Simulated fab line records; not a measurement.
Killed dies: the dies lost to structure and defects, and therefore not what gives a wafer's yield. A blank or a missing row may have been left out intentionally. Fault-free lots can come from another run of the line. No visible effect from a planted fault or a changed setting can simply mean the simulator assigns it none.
Problem report, 8D (eight disciplines) form, completed by code -- flow nand-harc -- the parts of the form that need people (team, actions taken, sign-off) are left out

## 1. THE ISSUE
Wafers without a fault read 188.44 W, standard deviation 0.14; heater-power-total-W at NHARC_A_CONTACT_SOFTBAKE_37 reads a mean of 182.31 W on 6 wafers belonging to 2 lots. Relative to the usual mean, that is a shift of -44 standard deviations.
The step: time 55 s.
First seen on wafer L608.1, day 29 04:00, on litho-track-04. The record holds 36 wafers of 12 lots with a number at this step. Rule for "out" (also "out of limits"): further than 4 standard deviations from the usual mean. All remaining wafers that have a number are taken as sound.

## 2. WHAT IT IS; WHAT IT IS NOT
question,is,is not
which readings at this step,heater-power-total-W,-
which lots,"L608, L609","L589, L591, L596, L597, L598, L600, L601, L602, L604, L612"
which wafers of those lots,all that have a number,-
read on which tools,litho-track-04,"litho-track-01, litho-track-06"
when,from day 29 04:00,up to then (27 sound wafers); but 3 sound wafers of L612 came after

## 3. WHAT RULES OUT EACH SUSPECT
Counting: a tool at any process step up to the reading remains a suspect when it ran all the lots that are out and ran no sound lot after the first of those.
- cmp-01 at NHARC_A_WL_FILL_CMP_12 (polishes, t overpolish 30 s, target thk 100 nm): ruled out as a lasting fault. After its first lot that is out, L608 (day 28 19:44), sound lots L612 ran on it.
- litho-track-04 at NHARC_A_CONTACT_SOFTBAKE_37 (time 55 s): kept. Every lot that is out went through it, starting with L608 (day 29 04:00), and after that it ran no sound lot; the last sound lot it ran before then is L604 (day 27 01:00). On those wafers its own readings are out: heater-power-total-W.
The count leaves litho-track-04 at NHARC_A_CONTACT_SOFTBAKE_37.

## 4. THE CAUSE (what the simulator had put in)
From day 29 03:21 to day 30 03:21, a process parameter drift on litho-track-04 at NHARC_A_CONTACT_SOFTBAKE_37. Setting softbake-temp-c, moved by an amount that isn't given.
After counting, this tool was the only one left.

## 5. SEQUENCE OF EFFECTS, ordered by route
One row per reading whose mean, taken over the struck wafers that have a number, lies over 3 standard deviations from the usual. Scope: only readings with a usual standard deviation given in the record; hours: median across lots of the time from each lot's start at the first step in this table that gives one to its start at this step; sigmas: change in usual standard deviations.
hours,step,reading,usual,on struck wafers,change,sigmas
0,NHARC_A_CONTACT_SOFTBAKE_37,heater-power-total-W,188.44 W,182.31,-6.13,-44
Process steps it contains:
- NHARC_A_CONTACT_SOFTBAKE_37: time 55 s.

## 6. HOW IT WOULD HAVE BEEN CAUGHT EARLIER
In this record the first reading out of limits was taken at day 29 04:00, 1 hour after the fault began at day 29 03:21.
